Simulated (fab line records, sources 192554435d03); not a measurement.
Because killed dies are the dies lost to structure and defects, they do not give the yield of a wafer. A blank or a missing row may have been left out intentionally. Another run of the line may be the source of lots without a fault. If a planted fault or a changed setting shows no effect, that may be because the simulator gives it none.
Matching of chambers ; flow n5 finfet ; N5_GATE_CUT_SAC_CAP_01 on ald sin-03: 4 sister chambers
The step material SiNx, target thk 24 nm, pulse time 1 s, ald cycles 480. 4 wafers are shown with their chamber, then 11 later ones without.

## EACH WAFER AND ITS CHAMBER
wafer;chamber;heater power w (W)
L086.5;0;790
L090.2;1;813
L090.4;3;796
L091.1;2;906

## WAFERS WITHOUT THEIR CHAMBER
wafer;heater power w (W)
L091.3;791
L091.6;813
L092.2;875
L092.5;789
L092.6;915
L094.1;874
L094.2;793
L094.3;801
L095.2;789
L095.3;869
L095.6;881

## WHICH CHAMBER EACH ONE RAN IN
wafer;from the rows above;in truth
L091.3;can't be placed: 0 or 3 or 1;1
L091.6;can't be placed: 1 or 3 or 0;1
L092.2;can't be placed: 2 or 1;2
L092.5;can't be placed: 0 or 3 or 1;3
L092.6;2;2
L094.1;can't be placed: 2 or 1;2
L094.2;can't be placed: 0 or 3 or 1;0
L094.3;can't be placed: 3 or 0 or 1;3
L095.2;can't be placed: 0 or 3 or 1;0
L095.3;can't be placed: 2 or 1 or 3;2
L095.6;2;2
Correctly placed: 2 of 11. From these rows, 9 cannot be placed; in 9 the true chamber is one of the candidates. Placed wrongly: 0.
How it was worked out, from the rows above alone: a wafer's distance from a chamber is the root of the sum, over the readings, of the square of ((its reading less the chamber's mean) divided by the reading's scatter). If the next closest chamber is less than 2 further off than the closest, the wafer can't be placed; otherwise it belongs to the closest. The mean given for a chamber averages the wafers shown for that chamber. The scatter: root of mean squared gap, hidden wafer to nearest shown wafer, with one shown wafer a chamber.
